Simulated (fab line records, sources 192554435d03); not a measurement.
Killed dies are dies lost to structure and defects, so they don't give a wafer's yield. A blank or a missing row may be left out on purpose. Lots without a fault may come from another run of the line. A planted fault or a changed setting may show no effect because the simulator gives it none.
fab line records | flow n5_finfet | part 1 of 2: steps 1 to 20 of 28
record lots=5 wafers=15 last_day=16
route steps=1938 shown BEOL_M11@1557
lots that met no fault: from a run of the same line without faults
start_h: hours from the record's first day to the start of the lot's first wafer shown | wait_h: hours since the lot's step before | " the same as in the row above | L1.1+2: a row that stands for several wafers | - no value, or no start given | * or withheld: withheld | < > ~ a bound
route shown NAME@n: a module of which the file shows steps, and the number in the route of the first | usual: mean/standard deviation of fault-free wafers | same: alike in all rows | chamber/n: place in a boat | sites: the reading at each site | _std_site: their standard deviation | _edge_site: outer sites' mean less inner sites' | radius_mm: how far each site lies from the wafer's centre | mask NAME#n: copy n | behind: the tool/chamber that last shaped the wafer | hold: why the lot was held/for how many hours/how that ended | device: the transistor (n, p or np) that didn't switch | end of line: the same wafers' tests at the end of the route | a step without rows: its recipe alone | killed: dies lost to structure and defects at the first sort, not the wafer's yield | map: a wafer's dies, x killed, . not, _ none there
set.NAME: the setting as run; set.NAME@STEP: as run at that earlier step | model.NAME: the simulator's own value behind a step, which no gauge read
lots at some steps of the route; a table a step, a row a wafer
services: from which hour (start_h, from the record's first day; less than 0 if before it) a tool's chamber was out of use, for how many hours, and why
## steps
# step N5_BEOL_M11_HM_OPEN_17
# recipe chemistry=Cl2/BCl3 target_depth_a=200 overetch_a=60 target=TiN mask_material=SOC ion_energy_ev=150 pressure_mtorr=10 icp_w=1000 bias_w=126 Cl2_flow_sccm=53.25 bcl3_flow_sccm=21.75 Ar_flow_sccm=25
# usual bcl3_flow_sccm=21.75/0.063 drypump_motor_current_A=5.86/0.24 oes_product_au=0.67/0.062 throttle_valve_pct=22.26/0.2
# columns lot.wafer tool chamber start_h wait_h bcl3_flow_sccm drypump_motor_current_A oes_product_au rf_hours_counter_h throttle_valve_pct
L081.2 rie_metal-01 1 255.01 0.0 21.71 5.98 0.64 53 22.13
L081.4 " 0 " " 21.80 6.31 0.72 - 22.29
L081.5 " 1 " " 21.80 6.02 0.64 - 22.11
L084.1 rie_metal-01 1 275.87 0.0 21.78 6.04 0.63 55 22.14
L084.4 " 1 " " 21.80 6.05 0.64 - 22.12
L084.5 " 0 " " 21.80 6.32 0.70 - 22.30
L090.2 rie_metal-02 0 318.55 0.0 21.75 6.02 0.61 72 22.04
L090.4 " 1 " " 21.68 5.66 0.76 - 22.48
L090.6 " 0 " " 21.72 5.99 0.60 - 22.04
L095.1 rie_metal-02 0 341.44 0.0 21.68 6.01 0.61 74 22.06
L095.3 " 0 " " 21.72 6.04 0.60 - 22.05
L095.4 " 1 " " 21.71 5.67 0.75 - 22.49
L096.1 rie_metal-02 0 350.91 0.0 21.69 6.08 0.60 75 22.07
L096.2 " 1 " " 21.68 5.67 0.76 9 22.48
L096.3 " 1 " " 21.69 5.65 0.75 - 22.50
# step N5_BEOL_M11_STRIP_19
# recipe chemistry=O2 power_w=400 temp_c=40 pressure_mtorr=30 rf_frequency_hz=6e+07 bias_power_w=0 overash_fraction=0.2 o2_flow_sccm=225
# usual drypump_motor_current_A=5.5/0.57 oes_product_au=0.81/0.094 rf_vpp_V=3.7/0.57 showerhead_plenum_p_Torr=2.10/0.094 throttle_valve_pct=16.70/0.24
# columns lot.wafer tool chamber start_h wait_h drypump_motor_current_A oes_product_au rf_hours_counter_h rf_vpp_V showerhead_plenum_p_Torr throttle_valve_pct
L081.2 rie_diel-06 3 255.12 0.1 4.7 0.81 116 4.3 2.10 16.76
L081.4 " 2 " " 4.7 0.68 248 3.7 2.06 17.03
L081.5 " 3 " " 4.7 0.82 - 3.9 2.10 16.74
L084.1 rie_diel-03 3 275.98 0.1 6.4 1.01 0 2.9 2.24 16.36
L084.4 " 2 " " 5.3 0.82 - 4.7 2.04 16.86
L084.5 " 1 " " 5.0 0.83 - 4.0 2.21 16.41
L090.2 rie_diel-02 1 318.70 0.1 5.5 0.90 19 3.5 2.06 16.75
L090.4 " 0 " " 5.7 0.71 189 3.1 1.93 17.05
L090.6 " 3 " " 6.0 0.89 - 3.8 2.13 16.32
L095.1 rie_diel-06 3 341.55 0.1 4.7 0.79 139 3.8 2.10 16.79
L095.3 " 1 " " 5.4 0.74 149 3.3 2.17 16.52
L095.4 " 2 " " 4.7 0.91 21 4.0 2.05 16.55
L096.1 rie_diel-06 0 351.02 0.1 6.3 0.93 15 4.1 2.22 16.69
L096.2 " 3 " " 4.7 0.78 142 3.4 2.09 16.81
L096.3 " 1 " " 5.4 0.74 152 4.0 2.17 16.54
# step N5_BEOL_M11_CD_MEAS_18
# recipe pitch_nm=140 target_cd_nm=70
# usual cd_nm=70.0/1.1
# columns lot.wafer tool chamber start_h wait_h cd_nm
L081.2 cd_sem-03 - 255.19 0.1 71.2
L081.4 " - " " 69.7
L081.5 " - " " 70.6
L084.1 cd_sem-03 - 276.05 0.0 69.4
L084.4 " - " " 69.9
L084.5 " - " " 70.6
L090.2 cd_sem-02 - 318.77 0.1 69.5
L090.4 " - " " 68.3
L090.6 " - " " 69.9
L095.1 cd_sem-01 - 341.62 0.0 68.9
L095.3 " - " " 69.9
L095.4 " - " " 69.7
L096.1 cd_sem-01 - 351.09 0.0 70.6
L096.2 " - " " 69.1
L096.3 " - " " 69.2
# step N5_BEOL_M11_COAT_63
# recipe resist=SOC temp_c=250 time_s=60 spin_rpm=1500 resist_thk_nm=100
# usual chill_plate_temp_C=22.99/0.1
# columns lot.wafer tool chamber start_h wait_h chill_plate_temp_C
L081.2 litho_track-02 0 255.24 0.1 23.01
L081.4 " 0 " " 23.01
L081.5 " 0 " " 22.81
L084.1 litho_track-04 0 276.09 0.0 23.07
L084.4 " 0 " " 23.21
L084.5 " 0 " " 23.01
L090.2 litho_track-02 0 321.78 3.0 22.97
L090.4 " 0 " " 23.02
L090.6 " 0 " " 23.04
L095.1 litho_track-04 0 341.67 0.0 23.09
L095.3 " 0 " " 22.88
L095.4 " 0 " " 22.96
L096.1 litho_track-01 0 351.44 0.3 22.99
L096.2 " 0 " " 22.79
L096.3 " 0 " " 23.09
# step N5_BEOL_M11_COAT_64
# recipe resist=SiARC temp_c=220 time_s=60 spin_rpm=1500 resist_thk_nm=30
# usual chill_plate_temp_C=23.01/0.12
# columns lot.wafer tool chamber start_h wait_h chill_plate_temp_C
L081.2 litho_track-02 0 - - 23.08
L081.4 " 0 " " 22.98
L081.5 " 0 " " 22.98
L084.1 litho_track-04 0 - - 22.93
L084.4 " 0 " " 22.94
L084.5 " 0 " " 22.97
L090.2 litho_track-02 0 - - 22.96
L090.4 " 0 " " 23.00
L090.6 " 0 " " 22.98
L095.1 litho_track-04 0 - - 22.91
L095.3 " 0 " " 22.96
L095.4 " 0 " " 22.89
L096.1 litho_track-01 0 - - 23.14
L096.2 " 0 " " 23.27
L096.3 " 0 " " 23.01
# step N5_BEOL_M11_COAT_22
# recipe resist=CAR-ArF spin_rpm=1500 resist_thk_nm=90
# usual chill_plate_temp_C=22.99/0.11
# columns lot.wafer tool chamber start_h wait_h chill_plate_temp_C
L081.2 litho_track-02 0 - - 22.89
L081.4 " 0 " " 23.20
L081.5 " 0 " " 22.86
L084.1 litho_track-04 0 - - 23.10
L084.4 " 0 " " 22.90
L084.5 " 0 " " 23.14
L090.2 litho_track-02 0 - - 23.04
L090.4 " 0 " " 23.09
L090.6 " 0 " " 22.99
L095.1 litho_track-04 0 - - 22.95
L095.3 " 0 " " 23.13
L095.4 " 0 " " 23.03
L096.1 litho_track-01 0 - - 22.98
L096.2 " 0 " " 22.84
L096.3 " 0 " " 22.81
# step N5_BEOL_M11_EBR_24
# recipe solvent=PGMEA ebr_width_mm=1.5
# usual chill_plate_temp_C=22.98/0.1
# columns lot.wafer tool chamber start_h wait_h chill_plate_temp_C
L081.2 litho_track-02 0 - - 23.11
L081.4 " 0 " " 23.11
L081.5 " 0 " " 23.05
L084.1 litho_track-04 0 - - 23.16
L084.4 " 0 " " 22.96
L084.5 " 0 " " 23.04
L090.2 litho_track-02 0 - - 23.00
L090.4 " 0 " " 22.92
L090.6 " 0 " " 23.04
L095.1 litho_track-04 0 - - 23.19
L095.3 " 0 " " 23.15
L095.4 " 0 " " 23.02
L096.1 litho_track-01 0 - - 23.04
L096.2 " 0 " " 23.03
L096.3 " 0 " " 23.05
# step N5_BEOL_M11_SOFTBAKE_23
# recipe temp_c=110 time_s=60 resist=CAR-ArF
# usual chill_plate_temp_C=23.02/0.11
# columns lot.wafer tool chamber start_h wait_h chill_plate_temp_C
L081.2 litho_track-02 0 - - 22.80
L081.4 " 0 " " 23.01
L081.5 " 0 " " 22.83
L084.1 litho_track-04 0 - - 23.01
L084.4 " 0 " " 23.00
L084.5 " 0 " " 22.90
L090.2 litho_track-02 0 - - 22.87
L090.4 " 0 " " 22.93
L090.6 " 0 " " 22.78
L095.1 litho_track-04 0 - - 23.14
L095.3 " 0 " " 23.12
L095.4 " 0 " " 23.14
L096.1 litho_track-01 0 - - 22.88
L096.2 " 0 " " 22.93
L096.3 " 0 " " 22.94
# step N5_BEOL_M11_EXPOSE_25
# recipe mask_id=V10 na=1.35 source_shape=annular sigma_inner=0.5 sigma_outer=0.8 polarization=unpolarized dose_mj=85.5
# columns lot.wafer tool chamber start_h wait_h mask
L081.2+4+5 arfi_scanner-03 0 255.49 - V10#0
L084.1+4+5 arfi_scanner-02 0 276.33 - V10#0
L090.2+4+6 arfi_scanner-02 0 321.91 - V10#0
L095.1+3+4 arfi_scanner-02 0 341.91 - V10#0
L096.1+2+3 arfi_scanner-01 0 351.56 - V10#0
# step N5_BEOL_M11_PEB_26
# recipe peb_temp_c=withheld peb_time_s=60 resist=CAR-ArF
# usual chill_plate_temp_C=22.99/0.11
# columns lot.wafer tool chamber start_h wait_h chill_plate_temp_C
L081.2 litho_track-01 0 255.55 0.1 23.07
L081.4 " 0 " " 23.25
L081.5 " 0 " " 22.99
L084.1 litho_track-02 0 276.39 0.1 22.94
L084.4 " 0 " " 22.96
L084.5 " 0 " " 23.05
L090.2 litho_track-02 0 321.97 0.1 23.01
L090.4 " 0 " " 22.89
L090.6 " 0 " " 23.00
L095.1 litho_track-01 0 341.98 0.1 22.98
L095.3 " 0 " " 23.07
L095.4 " 0 " " 23.02
L096.1 litho_track-04 0 351.62 0.1 22.87
L096.2 " 0 " " 22.90
L096.3 " 0 " " 22.92
# step N5_BEOL_M11_DEVELOP_27
# recipe develop_time_s=30 developer=TMAH resist=CAR-ArF rinse_liquid=diw dry=air_spin dev_temp_c=23
# usual chill_plate_temp_C=22.96/0.096
# columns lot.wafer tool chamber start_h wait_h chill_plate_temp_C
L081.2 litho_track-01 0 - - 22.96
L081.4 " 0 " " 23.02
L081.5 " 0 " " 23.03
L084.1 litho_track-02 0 - - 23.01
L084.4 " 0 " " 22.98
L084.5 " 0 " " 23.07
L090.2 litho_track-02 0 - - 23.15
L090.4 " 0 " " 22.96
L090.6 " 0 " " 23.23
L095.1 litho_track-01 0 - - 22.96
L095.3 " 0 " " 22.85
L095.4 " 0 " " 22.99
L096.1 litho_track-04 0 - - 22.98
L096.2 " 0 " " 23.06
L096.3 " 0 " " 22.81
# step N5_BEOL_M11_CD_MEAS_28
# recipe target_cd_nm=70 landing_energy_ev=500 detector=se_inlens polarity=opening
# usual cd_nm=70.7/1.3
# columns lot.wafer tool chamber start_h wait_h cd_nm
L081.2 cd_sem-03 0 255.62 - 71.4
L081.4 " 0 " " 71.0
L081.5 " 0 " " 70.5
L084.1 cd_sem-02 0 276.46 - 72.9
L084.4 " 0 " " 73.9
L084.5 " 0 " " 71.9
L090.2 cd_sem-02 0 322.04 - 70.9
L090.4 " 0 " " 70.3
L090.6 " 0 " " 71.2
L095.1 cd_sem-01 0 342.05 - 70.4
L095.3 " 0 " " 69.9
L095.4 " 0 " " 71.1
L096.1 cd_sem-03 0 351.69 - 67.9
L096.2 " 0 " " 68.0
L096.3 " 0 " " 69.6
# step N5_BEOL_M11_OVL_MEAS_29
# recipe points_per_wafer=44
# usual V10_OVL=-0.3/0.73
# columns lot.wafer tool chamber start_h wait_h V10_OVL[nm]
L081.2 overlay-01 0 255.65 0.0 1.4
L081.4 " 0 " " 0.4
L081.5 " 0 " " 0.7
L084.1 overlay-01 0 276.49 0.0 1.5
L084.4 " 0 " " -0.4
L084.5 " 0 " " -0.5
L090.2 overlay-02 0 322.07 0.0 -0.8
L090.4 " 0 " " -1.9
L090.6 " 0 " " -2.3
L095.1 overlay-02 0 342.08 0.0 -0.5
L095.3 " 0 " " -1.0
L095.4 " 0 " " -0.8
L096.1 overlay-02 0 351.72 0.0 -1.4
L096.2 " 0 " " 0.5
L096.3 " 0 " " -1.7
# step N5_BEOL_M11_INSPECT_30
# recipe mode=adi inspect_instrument=brightfield
# usual raw_defect_count=403/100
# columns lot.wafer tool chamber start_h wait_h raw_defect_count
L081.2 defect_inspect-02 - 255.67 0.0 474
L081.4 " - " " 366
L081.5 " - " " 413
L084.1 defect_inspect-02 - 276.51 0.0 425
L084.4 " - " " 569
L084.5 " - " " 427
L090.2 defect_inspect-02 - 322.09 0.0 346
L090.4 " - " " 302
L090.6 " - " " 349
L095.1 defect_inspect-02 - 342.10 0.0 423
L095.3 " - " " 256
L095.4 " - " " 268
L096.1 defect_inspect-01 - 351.74 0.0 424
L096.2 " - " " 379
L096.3 " - " " 249
# step N5_BEOL_M11_DESCUM_33
# recipe chemistry=O2 time_s=7.9 source_power_w=50 bias_power_w=20 pressure_mtorr=20 rf_frequency_hz=2.712e+07 temp_c=40 resist=CAR-ArF o2_flow_sccm=225
# usual drypump_motor_current_A=5.6/0.52 oes_product_au=0.81/0.096 rf_vpp_V=243.2/1.7 showerhead_plenum_p_Torr=2.09/0.096 throttle_valve_pct=20.45/0.25
# columns lot.wafer tool chamber start_h wait_h drypump_motor_current_A oes_product_au rf_hours_counter_h rf_vpp_V showerhead_plenum_p_Torr throttle_valve_pct
L081.2 rie_diel-06 0 255.71 0.0 6.3 0.69 242 241.9 1.96 20.81
L081.4 " 3 " " 4.7 0.81 116 243.3 2.10 20.49
L081.5 " 0 " " 6.3 0.69 - 243.6 1.96 20.82
L084.1 rie_diel-03 2 276.55 0.0 5.3 0.82 83 242.0 2.04 20.61
L084.4 " 3 " " 6.4 1.02 - 245.1 2.24 20.19
L084.5 " 1 " " 5.0 0.84 - 245.7 2.21 20.19
L090.2 rie_diel-03 1 322.26 0.2 5.0 0.82 82 246.3 2.20 20.20
L090.4 " 3 " " 6.5 0.95 16 245.2 2.23 20.22
L090.6 " 0 " " 6.0 0.67 - 244.5 2.17 20.45
L095.1 rie_diel-02 0 342.13 0.0 5.7 0.70 192 241.3 1.92 20.81
L095.3 " 3 " " 6.0 0.88 43 244.2 2.12 20.11
L095.4 " 2 " " 5.7 0.79 131 243.0 2.01 20.50
L096.1 rie_diel-03 1 351.78 0.0 5.0 0.81 91 244.1 2.20 20.21
L096.2 " 0 " " 5.9 0.67 241 245.8 2.17 20.47
L096.3 " 2 " " 5.3 0.80 105 242.5 2.03 20.66
# step N5_BEOL_M11_ETCH_65
# recipe chemistry=CF4 target=SiARC target_depth_a=390 mask_material=CAR-ArF time_s=65 ion_energy_ev=80 pressure_mtorr=40 source_w=545 bias_w=36 Ar_flow_sccm=100 cf4_flow_sccm=100 ends=cleared
# usual drypump_motor_current_A=5.6/0.52 etch_rf_on_time_s=66.5/1.6 oes_product_au=0.68/0.076 rf_vpp_V=184.1/1.4 showerhead_plenum_p_Torr=2.14/0.097 throttle_valve_pct=15.64/0.25
# columns lot.wafer tool chamber start_h wait_h drypump_motor_current_A etch_rf_on_time_s oes_product_au rf_hours_counter_h rf_vpp_V showerhead_plenum_p_Torr throttle_valve_pct
L081.2 rie_diel-06 0 255.74 0.0 6.2 66.6 0.60 242 181.9 2.04 16.18
L081.4 " 3 " " 4.8 63.3 0.69 116 183.6 2.13 15.63
L081.5 " 0 " " 6.2 65.6 0.60 - 182.4 2.04 16.19
L084.1 rie_diel-03 2 276.58 0.0 5.2 66.3 0.69 83 185.7 2.07 15.66
L084.4 " 3 " " 6.5 64.9 0.85 - 185.9 2.28 15.27
L084.5 " 1 " " 5.0 65.9 0.70 - 184.2 2.26 15.37
L090.2 rie_diel-03 1 322.30 0.0 5.0 66.4 0.69 82 185.9 2.25 15.39
L090.4 " 3 " " 6.4 65.8 0.80 16 185.2 2.27 15.30
L090.6 " 0 " " 6.0 65.9 0.57 - 184.6 2.21 15.73
L095.1 rie_diel-02 0 342.17 0.0 5.7 67.9 0.58 192 182.1 1.98 16.03
L095.3 " 3 " " 6.1 68.8 0.73 43 187.0 2.19 15.36
L095.4 " 2 " " 5.7 65.6 0.66 131 184.2 2.06 15.64
L096.1 rie_diel-03 1 351.81 0.0 5.0 67.1 0.67 91 184.9 2.25 15.41
L096.2 " 0 " " 5.9 66.6 0.57 241 184.2 2.21 15.72
L096.3 " 2 " " 5.2 67.6 0.66 105 183.5 2.06 15.72
# step N5_BEOL_M11_ETCH_66
# recipe chemistry=N2/H2 target=SOC target_depth_a=1200 overetch_a=240 mask_material=SiARC temp_c=40 time_s=180 ion_energy_ev=200 pressure_mtorr=30 source_w=840 bias_w=150 n2_flow_sccm=200 h2_flow_sccm=200
# usual drypump_motor_current_A=5.6/0.52 n2_flow_sccm=200.0/0.55 oes_product_au=0.66/0.073 rf_vpp_V=524/3.6 showerhead_plenum_p_Torr=2.54/0.12 throttle_valve_pct=17.80/0.29
# columns lot.wafer tool chamber start_h wait_h drypump_motor_current_A n2_flow_sccm oes_product_au rf_hours_counter_h rf_vpp_V showerhead_plenum_p_Torr throttle_valve_pct
L081.2 rie_diel-06 0 255.79 0.0 6.2 200.3 0.57 242 520 2.42 18.41
L081.4 " 3 " " 4.7 200.5 0.66 116 525 2.54 17.80
L081.5 " 0 " " 6.2 200.1 0.57 - 520 2.42 18.40
L084.1 rie_diel-03 2 276.63 0.0 5.3 200.3 0.65 83 521 2.46 17.84
L084.4 " 3 " " 6.5 201.2 0.81 - 529 2.71 17.37
L084.5 " 1 " " 5.0 200.4 0.67 - 530 2.70 17.66
L090.2 rie_diel-03 1 322.35 0.0 5.0 199.7 0.66 82 529 2.69 17.67
L090.4 " 3 " " 6.5 199.4 0.76 16 527 2.71 17.39
L090.6 " 0 " " 6.0 199.5 0.56 - 526 2.62 17.77
L095.1 rie_diel-02 0 342.22 0.0 5.7 198.7 0.57 193 518 2.34 18.34
L095.3 " 3 " " 6.0 199.6 0.71 43 526 2.60 17.56
L095.4 " 2 " " 5.7 198.8 0.64 131 521 2.43 17.85
L096.1 rie_diel-03 1 351.86 0.0 5.0 200.1 0.65 91 528 2.69 17.70
L096.2 " 0 " " 6.0 199.9 0.55 241 525 2.62 17.78
L096.3 " 2 " " 5.3 200.1 0.64 105 522 2.45 17.88
# step N5_BEOL_M11_STRIP_69
# recipe chemistry=N2/H2 temp_c=40 n2_flow_sccm=200 h2_flow_sccm=200 rf_frequency_hz=6e+07
# columns lot.wafer tool chamber start_h wait_h
L081.2+4+5 rie_diel-06 0,3,0 255.90 0.1
L084.1+4+5 rie_diel-03 2,3,1 276.75 0.1
L090.2+4+6 rie_diel-03 1,3,0 322.46 0.1
L095.1+3+4 rie_diel-02 0,3,2 342.33 0.1
L096.1+2+3 rie_diel-03 1,0,2 351.98 0.1
# step N5_BEOL_M11_VIA_ETCH_34
# recipe chemistry=C4F6/O2 target=SiCOH_lowk target_depth_a=1845 mask_material=SOC taper_deg=4 time_s=69.2 ion_energy_ev=250 pressure_mtorr=30 source_w=345 bias_w=185 Ar_flow_sccm=300 C4F6_flow_sccm=10 O2_flow_sccm=10
# usual drypump_motor_current_A=5.6/0.52 oes_product_au=0.80/0.091 rf_vpp_V=655/14 showerhead_plenum_p_Torr=2.84/0.13 throttle_valve_pct=20.94/0.24
# columns lot.wafer tool chamber start_h wait_h drypump_motor_current_A oes_product_au rf_hours_counter_h rf_vpp_V showerhead_plenum_p_Torr throttle_valve_pct
L081.2 rie_diel-06 0 255.91 0.0 6.2 0.69 243 675 2.69 21.36
L081.4 " 3 " " 4.8 0.81 116 655 2.82 20.80
L081.5 " 0 " " 6.2 0.69 - 674 2.69 21.35
L084.1 rie_diel-03 2 276.76 0.0 5.3 0.80 83 662 2.76 21.04
L084.4 " 3 " " 6.5 1.00 - 647 3.00 20.43
L084.5 " 1 " " 5.0 0.83 - 648 3.00 20.69
L090.2 rie_diel-03 1 322.47 0.0 5.0 0.80 82 646 2.99 20.73
L090.4 " 3 " " 6.5 0.94 16 647 2.99 20.44
L090.6 " 0 " " 5.9 0.67 - 648 2.93 20.88
L095.1 rie_diel-02 0 342.34 0.0 5.7 0.69 193 665 2.63 21.31
L095.3 " 3 " " 6.0 0.87 44 681 2.94 20.91
L095.4 " 2 " " 5.7 0.79 131 644 2.74 20.95
L096.1 rie_diel-03 1 351.99 0.0 5.0 0.80 91 648 2.99 20.73
L096.2 " 0 " " 6.0 0.66 241 648 2.93 20.92
L096.3 " 2 " " 5.3 0.78 105 661 2.75 21.08
# step N5_BEOL_M11_STRIP_73
# recipe chemistry=C4F6/O2 resist=SiARC rf_frequency_hz=6e+07
# columns lot.wafer tool chamber start_h wait_h
L081.2+4+5 rie_diel-06 0,3,0 255.97 0.0
L084.1+4+5 rie_diel-03 2,3,1 276.81 0.0
L090.2+4+6 rie_diel-03 1,3,0 322.52 0.0
L095.1+3+4 rie_diel-02 0,3,2 342.40 0.0
L096.1+2+3 rie_diel-03 1,0,2 352.04 0.0
